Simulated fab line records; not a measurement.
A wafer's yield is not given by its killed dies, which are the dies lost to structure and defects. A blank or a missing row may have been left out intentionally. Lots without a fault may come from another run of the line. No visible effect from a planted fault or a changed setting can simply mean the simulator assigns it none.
fab line records	flow n5Finfet
[record] lots = 24	wafers = 72	lastDay = 17
route steps=1938 shown FIN_SAQP@111 FIN_CUT@166 STI_FIN_REVEAL@204
lots untouched by any fault: they come from a run of this same line in which no faults occurred
startH: hours from the record's opening day to when the first of the lot's shown wafers began	waitH: hours since the lot's step before	" as in the row above	L1.1+2: a single row standing in for several wafers	- no value present, or no start provided	* or withheld: withheld	< > ~ a bound
route shown NAME@n: names a module that has steps shown in the file, with the first one's number in the route	usual: mean and standard deviation over wafers with no fault	same: alike in all rows	chamber/n: place in a boat	sites: each site's reading	_std_site: the values' standard deviation	_edge_site: the outer-site mean with the inner-site mean subtracted	radiusMm: for every site, how far away it sits from the centre of the wafer	mask NAME#n: copy n	behind: the most recent tool/chamber to have shaped the wafer	hold: what put the lot on hold/how long, in hours/how the hold closed	device: transistor that didn't switch, given as n, p or np	end of line: the route-end tests of the same wafers	step lacking rows: just its recipe	killed: count of dies lost to structure and defects at first sort (not the wafer's yield)	map: a wafer's dies, marking killed ones x, the rest . and places with no die _
set.NAME: the setting the step ran with; set.NAME@STEP: the setting that earlier step ran with	model.NAME: the simulator's own value behind a step, which no gauge read
one table for each step of the route and one row for each wafer, over a sample of lots
services: the hour from which a tool's chamber was out of use, counted from the record's first day as startH (under 0 if before that day), plus the number of hours and why
[[steps]]
[step N5_FIN_SAQP_CD_MEAS_16]
[recipe] targetCdNm = 35.6	landingEnergyEv = 500	detector = seInlens
[usual] cdNm = 35.60/0.29
lot.wafer	tool	chamber	startH	waitH	cdNm
L074.1	cdSem-03	0	21.13	-	35.58
L074.3	"	0	"	"	35.61
L074.5	"	0	"	"	36.00
L075.3	cdSem-02	0	27.83	-	35.42
L075.5	"	0	"	"	35.74
L075.6	"	0	"	"	35.73
L076.1	cdSem-02	0	35.01	-	35.82
L076.4	"	0	"	"	35.88
L076.5	"	0	"	"	35.83
L077.1	cdSem-01	0	39.87	-	35.85
L077.4	"	0	"	"	35.59
L077.6	"	0	"	"	36.09
L078.1	cdSem-02	0	45.82	-	35.35
L078.2	"	0	"	"	35.78
L078.3	"	0	"	"	35.35
L079.2	cdSem-01	0	51.29	-	35.61
L079.3	"	0	"	"	35.32
L079.5	"	0	"	"	35.33
L080.1	cdSem-02	0	59.55	-	35.80
L080.2	"	0	"	"	35.46
L080.6	"	0	"	"	35.72
L081.2	cdSem-02	0	63.67	-	34.89
L081.4	"	0	"	"	35.43
L081.5	"	0	"	"	35.27
L082.3	cdSem-03	0	69.96	-	35.60
L082.4	"	0	"	"	35.45
L082.5	"	0	"	"	35.72
L083.1	cdSem-02	0	77.25	-	35.12
L083.3	"	0	"	"	34.92
L083.5	"	0	"	"	35.62
L084.1	cdSem-03	0	83.44	-	35.75
L084.3	"	0	"	"	35.61
L084.5	"	0	"	"	35.63
L085.2	cdSem-02	0	90.20	-	35.78
L085.4	"	0	"	"	35.93
L085.5	"	0	"	"	35.76
L086.2	cdSem-03	0	94.54	-	35.63
L086.4	"	0	"	"	35.41
L086.6	"	0	"	"	35.62
L087.2	cdSem-02	0	100.72	-	35.62
L087.3	"	0	"	"	35.60
L087.4	"	0	"	"	35.95
L088.3	cdSem-01	0	106.55	-	35.81
L088.4	"	0	"	"	35.80
L088.5	"	0	"	"	35.63
L089.1	cdSem-01	0	111.63	-	35.70
L089.3	"	0	"	"	35.56
L089.4	"	0	"	"	35.62
L090.1	cdSem-02	0	125.31	-	35.65
L090.2	"	0	"	"	35.67
L090.3	"	0	"	"	35.52
L091.1	cdSem-01	0	130.92	-	35.33
L091.2	"	0	"	"	35.50
L091.5	"	0	"	"	35.38
L092.1	cdSem-01	0	131.09	-	35.84
L092.4	"	0	"	"	35.86
L092.5	"	0	"	"	35.53
L093.1	cdSem-03	0	139.83	-	35.42
L093.2	"	0	"	"	35.10
L093.5	"	0	"	"	35.76
L094.2	cdSem-03	0	143.84	-	36.11
L094.3	"	0	"	"	36.34
L094.5	"	0	"	"	35.95
L095.2	cdSem-02	0	148.14	-	35.70
L095.4	"	0	"	"	35.82
L095.6	"	0	"	"	36.25
L096.1	cdSem-01	0	154.02	-	35.34
L096.2	"	0	"	"	35.46
L096.6	"	0	"	"	35.36
L097.1	cdSem-02	0	160.29	-	34.87
L097.2	"	0	"	"	35.03
L097.4	"	0	"	"	35.29
[step N5_FIN_SAQP_CD_MEAS_27]
[recipe] targetCdNm = 20	landingEnergyEv = 1000	detector = seInlens	polarity = line
[usual] cdNm = 20.33/0.23
lot.wafer	tool	chamber	startH	waitH	cdNm
L074.1	cdSem-01	0	23.37	0.1	20.49
L074.3	"	0	"	"	20.58
L074.5	"	0	"	"	20.45
L075.3	cdSem-03	0	30.60	0.1	20.07
L075.5	"	0	"	"	20.53
L075.6	"	0	"	"	20.55
L076.1	cdSem-03	0	37.29	0.1	20.34
L076.4	"	0	"	"	20.11
L076.5	"	0	"	"	19.82
L077.1	cdSem-01	0	42.25	0.1	20.55
L077.4	"	0	"	"	20.52
L077.6	"	0	"	"	20.31
L078.1	cdSem-01	0	47.92	0.1	20.62
L078.2	"	0	"	"	20.27
L078.3	"	0	"	"	20.18
L079.2	cdSem-02	0	53.41	0.1	20.31
L079.3	"	0	"	"	20.73
L079.5	"	0	"	"	20.28
L080.1	cdSem-02	0	61.66	0.1	19.95
L080.2	"	0	"	"	19.86
L080.6	"	0	"	"	19.77
L081.2	cdSem-01	0	66.86	0.1	20.03
L081.4	"	0	"	"	20.46
L081.5	"	0	"	"	20.04
L082.3	cdSem-02	0	74.01	0.1	19.97
L082.4	"	0	"	"	20.38
L082.5	"	0	"	"	20.28
L083.1	cdSem-02	0	80.80	0.1	20.56
L083.3	"	0	"	"	20.18
L083.5	"	0	"	"	20.30
L084.1	cdSem-02	0	85.76	0.1	20.45
L084.3	"	0	"	"	20.28
L084.5	"	0	"	"	20.52
L085.2	cdSem-02	0	92.89	0.1	20.53
L085.4	"	0	"	"	20.24
L085.5	"	0	"	"	20.26
L086.2	cdSem-03	0	96.98	0.1	20.62
L086.4	"	0	"	"	20.04
L086.6	"	0	"	"	20.58
L087.2	cdSem-02	0	103.02	0.1	20.43
L087.3	"	0	"	"	20.26
L087.4	"	0	"	"	20.37
L088.3	cdSem-03	0	108.69	0.1	20.19
L088.4	"	0	"	"	20.42
L088.5	"	0	"	"	20.28
L089.1	cdSem-03	0	114.27	0.1	20.11
L089.3	"	0	"	"	20.61
L089.4	"	0	"	"	19.77
L090.1	cdSem-01	0	127.96	0.1	20.69
L090.2	"	0	"	"	20.54
L090.3	"	0	"	"	20.07
L091.1	cdSem-03	0	133.16	0.1	20.30
L091.2	"	0	"	"	20.42
L091.5	"	0	"	"	20.31
L092.1	cdSem-02	0	133.76	0.1	19.99
L092.4	"	0	"	"	20.54
L092.5	"	0	"	"	20.05
L093.1	cdSem-03	0	141.93	0.1	20.86
L093.2	"	0	"	"	20.27
L093.5	"	0	"	"	20.57
L094.2	cdSem-01	0	146.45	0.1	19.88
L094.3	"	0	"	"	20.58
L094.5	"	0	"	"	19.94
L095.2	cdSem-03	0	150.31	0.1	20.36
L095.4	"	0	"	"	20.23
L095.6	"	0	"	"	20.53
L096.1	cdSem-01	0	156.97	0.1	20.12
L096.2	"	0	"	"	20.50
L096.6	"	0	"	"	20.35
L097.1	cdSem-01	0	162.79	0.1	19.99
L097.2	"	0	"	"	20.38
L097.4	"	0	"	"	20.29
[step N5_FIN_SAQP_ETCH_65]
[recipe] chemistry = CF4	target = SiO2	targetDepthA = 40	ionEnergyEv = 350	timeS = 4.4	pressureMtorr = 10	icpW = 800	biasW = 400	cf4FlowSccm = 80
[usual] drypumpMotorCurrentA = 5.62/0.24	oesProductAu = 1.004/0.014	throttleValvePct = 21.75/0.19
lot.wafer	tool	chamber	startH	waitH	drypumpMotorCurrentA	oesProductAu	rfHoursCounterH	throttleValvePct
L074.1	rieSi-06	1	23.52	0.1	5.41	1.018	80	21.87
L074.3	"	0	"	"	5.52	0.996	99	21.59
L074.5	"	2	"	"	5.82	0.998	-	21.42
L075.3	rieSi-06	1	31.04	0.1	5.43	1.020	80	21.87
L075.5	"	1	"	"	5.43	1.013	-	21.88
L075.6	"	0	"	"	5.55	0.994	-	21.60
L076.1	rieSi-03	3	37.44	0.1	5.91	0.972	160	21.74
L076.4	"	1	"	"	5.75	1.010	18	21.65
L076.5	"	0	"	"	5.88	0.999	-	21.50
L077.1	rieSi-02	3	42.49	0.1	5.36	1.018	23	22.14
L077.4	"	2	"	"	5.88	1.020	100	21.89
L077.6	"	0	"	"	5.95	1.022	-	21.75
L078.1	rieSi-02	1	48.11	0.1	5.18	0.990	86	21.85
L078.2	"	2	"	"	5.86	1.023	101	21.86
L078.3	"	3	"	"	5.39	1.022	23	22.13
L079.2	rieSi-03	1	53.56	0.1	5.75	1.003	18	21.65
L079.3	"	0	"	"	5.88	0.998	47	21.50
L079.5	"	3	"	"	5.90	0.973	-	21.73
L080.1	rieSi-06	3	62.09	0.1	5.63	0.979	83	21.88
L080.2	"	2	"	"	5.84	1.003	92	21.40
L080.6	"	2	"	"	5.84	1.009	-	21.40
L081.2	rieSi-06	1	67.25	0.1	5.40	1.027	81	21.86
L081.4	"	2	"	"	5.83	1.011	93	21.41
L081.5	"	3	"	"	5.64	0.996	-	21.88
L082.3	rieSi-02	1	74.22	0.1	5.19	0.989	86	21.83
L082.4	"	3	"	"	5.39	1.005	-	22.13
L082.5	"	2	"	"	5.86	1.017	-	21.86
L083.1	rieSi-06	1	81.03	0.1	5.39	1.028	81	21.87
L083.3	"	0	"	"	5.54	1.005	100	21.60
L083.5	"	1	"	"	5.37	1.028	-	21.88
L084.1	rieSi-03	0	85.91	0.1	5.85	1.012	48	21.50
L084.3	"	3	"	"	5.91	0.983	161	21.73
L084.5	"	2	"	"	5.30	0.992	-	21.71
L085.2	rieSi-02	1	93.17	0.1	5.18	1.003	87	21.84
L085.4	"	3	"	"	5.38	1.010	24	22.14
L085.5	"	3	"	"	5.38	1.025	-	22.12
L086.2	rieSi-02	1	97.14	0.1	5.16	1.000	87	21.82
L086.4	"	2	"	"	5.85	1.013	102	21.88
L086.6	"	2	"	"	5.85	1.012	-	21.87
L087.2	rieSi-02	2	103.36	0.1	5.83	1.016	102	21.88
L087.3	"	3	"	"	5.40	1.021	24	22.11
L087.4	"	1	"	"	5.16	1.008	87	21.84
L088.3	rieSi-06	3	108.84	0.1	5.64	0.999	84	21.90
L088.4	"	3	"	"	5.65	0.990	-	21.89
L088.5	"	1	"	"	5.43	1.026	-	21.88
L089.1	rieSi-03	0	114.47	0.1	5.82	0.987	48	21.50
L089.3	"	1	"	"	5.75	1.004	19	21.65
L089.4	"	2	"	"	5.33	0.993	105	21.71
L090.1	rieSi-06	2	128.18	0.1	5.82	0.995	93	21.41
L090.2	"	0	"	"	5.55	0.987	101	21.58
L090.3	"	1	"	"	5.43	1.022	82	21.87
L091.1	rieSi-03	2	133.45	0.1	5.34	0.995	105	21.72
L091.2	"	1	"	"	5.77	1.009	19	21.65
L091.5	"	3	"	"	5.89	0.977	-	21.73
L092.1	rieSi-03	1	133.92	0.1	5.76	1.013	19	21.65
L092.4	"	3	"	"	5.90	0.978	162	21.71
L092.5	"	2	"	"	5.31	1.015	-	21.72
L093.1	rieSi-06	0	142.09	0.1	5.55	0.995	101	21.58
L093.2	"	2	"	"	5.84	1.006	93	21.42
L093.5	"	3	"	"	5.63	0.995	-	21.91
L094.2	rieSi-02	2	146.68	0.1	5.82	1.023	103	21.88
L094.3	"	0	"	"	5.93	1.033	43	21.78
L094.5	"	2	"	"	5.84	1.030	-	21.89
L095.2	rieSi-06	3	150.47	0.1	5.64	0.998	85	21.91
L095.4	"	0	"	"	5.60	1.008	101	21.58
L095.6	"	0	"	"	5.58	1.004	-	21.60
L096.1	rieSi-03	2	157.35	0.1	5.33	0.998	106	21.71
L096.2	"	0	"	"	5.87	0.985	49	21.50
L096.6	"	2	"	"	5.34	1.000	-	21.72
L097.1	rieSi-06	0	162.95	0.1	5.51	0.994	101	21.59
L097.2	"	3	"	"	5.63	0.990	85	21.89
L097.4	"	0	"	"	5.54	0.993	-	21.60
[step N5_FIN_CUT_DESCUM_13]
[recipe] chemistry = O2	timeS = 7	sourcePowerW = 50	biasPowerW = 20	pressureMtorr = 20	rfFrequencyHz = 2.712e+07	tempC = 40	resist = CAR-EUV	o2FlowSccm = 225
[usual] drypumpMotorCurrentA = 5.7/0.5	oesProductAu = 0.77/0.072	rfVppV = 243.0/1.4	showerheadPlenumPTorr = 2.08/0.074	throttleValvePct = 20.48/0.2
lot.wafer	tool	chamber	startH	waitH	drypumpMotorCurrentA	oesProductAu	rfHoursCounterH	rfVppV	showerheadPlenumPTorr	throttleValvePct
L074.1	rieDiel-05	3	26.10	0.0	5.7	0.70	207	241.3	1.99	20.62
L074.3	"	0	"	"	5.7	0.72	208	243.4	2.08	20.36
L074.5	"	2	"	"	5.4	0.77	-	243.4	2.10	20.65
L075.3	rieDiel-06	3	34.34	0.4	6.5	0.88	36	242.2	2.05	20.40
L075.5	"	3	"	"	6.6	0.89	-	241.4	2.05	20.41
L075.6	"	2	"	"	6.5	0.81	-	243.8	2.10	20.45
L076.1	rieDiel-02	2	40.29	0.0	5.1	0.86	46	241.8	2.04	20.30
L076.4	"	1	"	"	5.6	0.79	113	245.1	2.20	20.46
L076.5	"	2	"	"	5.1	0.85	-	243.1	2.04	20.26
L077.1	rieDiel-06	0	45.19	0.1	5.7	0.97	2	243.8	2.13	19.98
L077.4	"	1	"	"	5.5	0.77	142	242.2	2.00	20.29
L077.6	"	0	"	"	5.7	0.96	-	245.6	2.13	19.96
L078.1	rieDiel-02	1	50.91	0.2	5.6	0.79	117	246.4	2.20	20.46
L078.2	"	0	"	"	5.1	0.70	232	240.0	1.97	20.89
L078.3	"	3	"	"	6.6	0.70	220	244.2	2.17	20.48
L079.2	rieDiel-06	3	57.00	0.7	6.5	0.88	43	243.0	2.05	20.41
L079.3	"	2	"	"	6.5	0.80	115	242.6	2.10	20.47
L079.5	"	1	"	"	5.5	0.77	-	242.4	2.00	20.29
L080.1	rieDiel-02	1	64.75	0.0	5.6	0.77	121	244.9	2.19	20.47
L080.2	"	2	"	"	5.1	0.85	54	243.6	2.04	20.28
L080.6	"	0	"	"	5.1	0.70	-	240.5	1.97	20.89
L081.2	rieDiel-02	3	70.13	0.0	6.5	0.69	226	246.1	2.17	20.47
L081.4	"	1	"	"	5.6	0.77	122	244.0	2.19	20.47
L081.5	"	3	"	"	6.5	0.68	-	243.9	2.17	20.50
L082.3	rieDiel-02	1	77.12	0.0	5.6	0.78	124	243.9	2.19	20.47
L082.4	"	3	"	"	6.6	0.69	229	244.5	2.17	20.49
L082.5	"	2	"	"	5.1	0.84	-	242.5	2.04	20.30
L083.1	rieDiel-05	1	83.97	0.0	5.8	0.77	146	244.3	2.19	20.56
L083.3	"	3	"	"	5.8	0.68	227	240.8	1.98	20.66
L083.5	"	2	"	"	5.4	0.76	-	243.7	2.09	20.69
L084.1	rieDiel-02	1	90.31	0.1	5.5	0.77	128	244.6	2.19	20.48
L084.3	"	3	"	"	6.6	0.69	232	242.8	2.16	20.51
L084.5	"	3	"	"	6.6	0.68	-	243.3	2.16	20.50
L085.2	rieDiel-06	3	95.82	0.0	6.6	0.87	55	241.7	2.05	20.43
L085.4	"	2	"	"	6.5	0.79	127	243.1	2.10	20.46
L085.5	"	0	"	"	5.7	0.91	-	242.6	2.13	19.98
L086.2	rieDiel-05	0	99.72	0.0	5.6	0.70	235	242.6	2.07	20.39
L086.4	"	2	"	"	5.4	0.76	-	244.2	2.09	20.70
L086.6	"	1	"	"	5.8	0.76	-	242.5	2.18	20.57
L087.2	rieDiel-06	2	105.90	0.0	6.5	0.79	130	242.3	2.10	20.47
L087.3	"	3	"	"	6.6	0.86	58	241.7	2.04	20.43
L087.4	"	0	"	"	5.7	0.89	20	245.8	2.13	19.98
L088.3	rieDiel-02	2	111.29	0.0	5.1	0.84	68	241.9	2.04	20.29
L088.4	"	1	"	"	5.5	0.77	135	244.4	2.19	20.47
L088.5	"	2	"	"	5.1	0.83	-	241.6	2.04	20.31
L089.1	rieDiel-05	2	117.46	0.6	5.4	0.76	157	243.6	2.09	20.70
L089.3	"	3	"	"	5.7	0.68	233	240.6	1.98	20.66
L089.4	"	0	"	"	5.7	0.71	241	243.2	2.07	20.41
L090.1	rieDiel-05	2	130.96	0.0	5.4	0.75	160	242.9	2.09	20.69
L090.2	"	3	"	"	5.7	0.68	236	242.1	1.98	20.66
L090.3	"	0	"	"	5.7	0.70	244	241.7	2.07	20.42
L091.1	rieDiel-02	2	136.32	0.1	5.1	0.82	75	243.0	2.03	20.32
L091.2	"	3	"	"	6.6	0.67	247	244.2	2.16	20.53
L091.5	"	3	"	"	6.6	0.67	-	243.4	2.16	20.53
L092.1	rieDiel-06	1	137.14	0.4	5.5	0.75	168	241.6	1.99	20.33
L092.4	"	2	"	"	6.5	0.78	138	244.7	2.09	20.49
L092.5	"	1	"	"	5.5	0.75	-	241.8	1.99	20.33
L093.1	rieDiel-05	0	144.78	0.3	5.6	0.70	246	243.8	2.07	20.42
L093.2	"	2	"	"	5.4	0.75	166	242.5	2.08	20.72
L093.5	"	2	"	"	5.4	0.75	-	243.7	2.08	20.72
L094.2	rieDiel-05	3	149.20	0.0	5.7	0.68	242	241.2	1.98	20.68
L094.3	"	0	"	"	5.6	0.69	247	243.8	2.07	20.43
L094.5	"	3	"	"	5.7	0.68	-	242.7	1.98	20.66
L095.2	rieDiel-05	2	153.33	0.2	5.4	0.74	168	242.7	2.08	20.71
L095.4	"	3	"	"	5.8	0.67	244	240.9	1.98	20.67
L095.6	"	1	"	"	5.8	0.76	-	244.3	2.18	20.60
L096.1	rieDiel-02	3	160.31	0.0	6.6	1.00	0	243.3	2.16	20.19
L096.2	"	1	"	"	5.5	0.75	153	243.5	2.18	20.51
L096.6	"	1	"	"	5.5	0.74	-	243.8	2.18	20.51
L097.1	rieDiel-05	1	165.47	0.0	5.8	0.75	173	245.0	2.18	20.60
L097.2	"	3	"	"	5.7	0.68	248	239.4	1.98	20.69
L097.4	"	3	"	"	5.7	0.68	-	239.9	1.97	20.68
[step N5_STI_FIN_REVEAL_OXIDATION_33]
[recipe] chemistry = O2_PLASMA_REMOTE	tempC = 150	timeS = 20	pressureMtorr = 1000	sourcePowerW = 2000	o2FlowSccm = 3000
[usual] drypumpMotorCurrentA = 5.83/0.04	heaterPowerW = 149/16
lot.wafer	tool	chamber	startH	waitH	drypumpMotorCurrentA	heaterPowerW	rfHoursCounterH
L074.1	plasmaAsher-01	0	35.53	0.0	5.85	157	78
L074.3	"	1	"	"	5.81	134	-
L074.5	"	1	"	"	5.83	134	-
L075.3	plasmaAsher-01	1	43.75	0.0	5.85	131	-
L075.5	"	0	"	"	5.83	157	-
L075.6	"	1	"	"	5.83	130	-
L076.1	plasmaAsher-01	0	50.89	0.0	5.83	156	81
L076.4	"	0	"	"	5.85	154	-
L076.5	"	0	"	"	5.84	156	-
L077.1	plasmaAsher-02	1	56.01	0.0	5.77	143	33
L077.4	"	1	"	"	5.78	141	-
L077.6	"	1	"	"	5.77	142	-
L078.1	plasmaAsher-02	1	60.88	0.0	5.77	142	34
L078.2	"	0	"	"	5.92	174	34
L078.3	"	1	"	"	5.77	143	-
L079.2	plasmaAsher-01	1	66.41	0.0	5.82	129	84
L079.3	"	1	"	"	5.84	129	-
L079.5	"	1	"	"	5.85	129	-
L080.1	plasmaAsher-01	0	74.24	0.0	5.84	158	85
L080.2	"	1	"	"	5.80	131	85
L080.6	"	1	"	"	5.81	131	-
L081.2	plasmaAsher-01	1	79.52	0.0	5.85	132	86
L081.4	"	0	"	"	5.83	155	-
L081.5	"	0	"	"	5.82	155	-
L082.3	plasmaAsher-02	1	87.47	0.0	5.79	147	-
L082.4	"	0	"	"	5.88	174	-
L082.5	"	0	"	"	5.90	177	-
L083.1	plasmaAsher-01	0	93.52	0.0	5.81	155	90
L083.3	"	0	"	"	5.85	157	-
L083.5	"	0	"	"	5.84	159	-
L084.1	plasmaAsher-01	0	100.31	0.0	5.84	156	91
L084.3	"	0	"	"	5.85	154	-
L084.5	"	1	"	"	5.84	131	-
L085.2	plasmaAsher-01	1	105.31	0.0	5.83	130	92
L085.4	"	0	"	"	5.83	156	-
L085.5	"	1	"	"	5.81	133	-
L086.2	plasmaAsher-02	0	109.18	0.0	5.90	172	42
L086.4	"	1	"	"	5.80	139	-
L086.6	"	0	"	"	5.89	175	-
L087.2	plasmaAsher-01	1	116.52	0.0	5.79	128	95
L087.3	"	0	"	"	5.83	156	-
L087.4	"	1	"	"	5.82	131	-
L088.3	plasmaAsher-02	0	121.18	0.0	5.91	177	-
L088.4	"	1	"	"	5.75	141	-
L088.5	"	1	"	"	5.71	142	-
L089.1	plasmaAsher-01	1	127.00	0.0	5.82	135	96
L089.3	"	0	"	"	5.83	154	-
L089.4	"	1	"	"	5.82	134	-
L090.1	plasmaAsher-01	0	140.31	0.0	5.86	159	99
L090.2	"	1	"	"	5.85	131	99
L090.3	"	1	"	"	5.83	129	-
L091.1	plasmaAsher-01	0	146.02	0.0	5.83	155	99
L091.2	"	1	"	"	5.82	130	99
L091.5	"	0	"	"	5.83	154	-
L092.1	plasmaAsher-02	0	146.72	0.0	5.92	177	50
L092.4	"	1	"	"	5.78	142	-
L092.5	"	1	"	"	5.78	145	-
L093.1	plasmaAsher-01	0	155.46	0.0	5.85	160	101
L093.2	"	1	"	"	5.84	136	101
L093.5	"	1	"	"	5.88	135	-
L094.2	plasmaAsher-02	1	158.57	0.0	5.79	140	52
L094.3	"	1	"	"	5.80	143	-
L094.5	"	1	"	"	5.80	141	-
L095.2	plasmaAsher-02	0	162.92	0.0	5.89	180	53
L095.4	"	1	"	"	5.79	141	-
L095.6	"	1	"	"	5.78	140	-
L096.1	plasmaAsher-01	1	169.79	0.0	5.80	130	104
L096.2	"	0	"	"	5.83	158	104
L096.6	"	0	"	"	5.83	158	-
L097.1	plasmaAsher-01	1	175.79	0.0	5.80	130	105
L097.2	"	0	"	"	5.82	155	105
L097.4	"	1	"	"	5.85	134	-
[step N5_STI_FIN_REVEAL_FIN_H_MEAS_10]
[usual] trenchDepthNm = 52.0/0.64
lot.wafer	tool	chamber	startH	waitH	trenchDepthNm
L074.1	ocd-01	-	35.72	0.0	51.9
L074.3	"	-	"	"	51.3
L074.5	"	-	"	"	50.7
L075.3	ocd-02	-	43.93	0.0	52.7
L075.5	"	-	"	"	51.6
L075.6	"	-	"	"	52.1
L076.1	ocd-02	-	51.08	0.0	51.2
L076.4	"	-	"	"	52.0
L076.5	"	-	"	"	52.3
L077.1	ocd-01	-	56.21	0.0	52.7
L077.4	"	-	"	"	52.5
L077.6	"	-	"	"	52.8
L078.1	ocd-01	-	61.08	0.0	51.5
L078.2	"	-	"	"	52.1
L078.3	"	-	"	"	52.0
L079.2	ocd-01	-	66.61	0.0	52.4
L079.3	"	-	"	"	50.7
L079.5	"	-	"	"	52.8
L080.1	ocd-01	-	74.43	0.0	51.0
L080.2	"	-	"	"	53.2
L080.6	"	-	"	"	52.1
L081.2	ocd-02	-	79.72	0.0	51.5
L081.4	"	-	"	"	51.6
L081.5	"	-	"	"	52.1
L082.3	ocd-02	-	87.71	0.0	53.6
L082.4	"	-	"	"	52.8
L082.5	"	-	"	"	53.4
L083.1	ocd-02	-	93.72	0.0	52.9
L083.3	"	-	"	"	52.6
L083.5	"	-	"	"	52.1
L084.1	ocd-01	-	100.51	0.0	51.7
L084.3	"	-	"	"	51.5
L084.5	"	-	"	"	51.3
L085.2	ocd-01	-	105.50	0.0	52.9
L085.4	"	-	"	"	52.8
L085.5	"	-	"	"	52.5
L086.2	ocd-01	-	109.38	0.0	51.6
L086.4	"	-	"	"	51.5
L086.6	"	-	"	"	51.5
L087.2	ocd-01	-	116.72	0.0	51.9
L087.3	"	-	"	"	52.0
L087.4	"	-	"	"	51.5
L088.3	ocd-01	-	121.36	0.0	51.8
L088.4	"	-	"	"	51.7
L088.5	"	-	"	"	52.5
L089.1	ocd-01	-	127.20	0.0	53.4
L089.3	"	-	"	"	52.9
L089.4	"	-	"	"	52.3
L090.1	ocd-02	-	140.50	0.0	52.6
L090.2	"	-	"	"	52.6
L090.3	"	-	"	"	51.6
L091.1	ocd-01	-	146.22	0.0	52.7
L091.2	"	-	"	"	52.4
L091.5	"	-	"	"	52.1
L092.1	ocd-02	-	147.01	0.0	50.8
L092.4	"	-	"	"	50.6
L092.5	"	-	"	"	50.8
L093.1	ocd-01	-	155.66	0.0	52.0
L093.2	"	-	"	"	52.5
L093.5	"	-	"	"	52.0
L094.2	ocd-02	-	158.77	0.0	51.4
L094.3	"	-	"	"	51.4
L094.5	"	-	"	"	51.5
L095.2	ocd-01	-	163.12	0.0	51.4
L095.4	"	-	"	"	51.6
L095.6	"	-	"	"	52.1
L096.1	ocd-01	-	169.98	0.0	52.7
L096.2	"	-	"	"	52.1
L096.6	"	-	"	"	52.7
L097.1	ocd-02	-	175.99	0.0	52.6
L097.2	"	-	"	"	52.2
L097.4	"	-	"	"	52.3
[[services]]
tool	chamber	startH	hours	kind
rieDiel-06	0	10.41	8.6	repair
rieSi-02	1	19.62	5.2	repair
rieSi-06	-	23.13	0.3	repair
rieDiel-05	1	25.52	5.6	repair
rieDiel-06	3	28.31	5.2	repair
rieDiel-05	1	35.94	9.7	repair
rieDiel-06	2	40.57	3.8	repair
rieSi-02	0	73.56	2.3	repair
rieDiel-02	1	79.45	2.7	repair
rieDiel-05	3	87.43	14.2	repair
rieSi-06	2	87.53	31.1	repair
rieDiel-02	0	89.49	2.7	repair
rieSi-03	-	107.35	0.1	repair
rieDiel-06	1	113.05	1.8	repair
rieDiel-02	2	113.09	5.5	repair
rieDiel-02	3	114.85	2.7	repair
rieDiel-02	0	118.74	-	clean
rieDiel-02	0	118.74	-	consumableReplace:focusRing
rieDiel-02	0	118.74	-	consumableReplace:showerhead
rieDiel-02	0	118.74	18.6	scheduledDown
rieDiel-02	0	118.74	18.6	ventCycle
rieDiel-05	0	134.07	5.7	repair
rieSi-06	1	160.77	5.6	repair
rieSi-02	1	163.77	3.8	repair
[[key]]
fault none
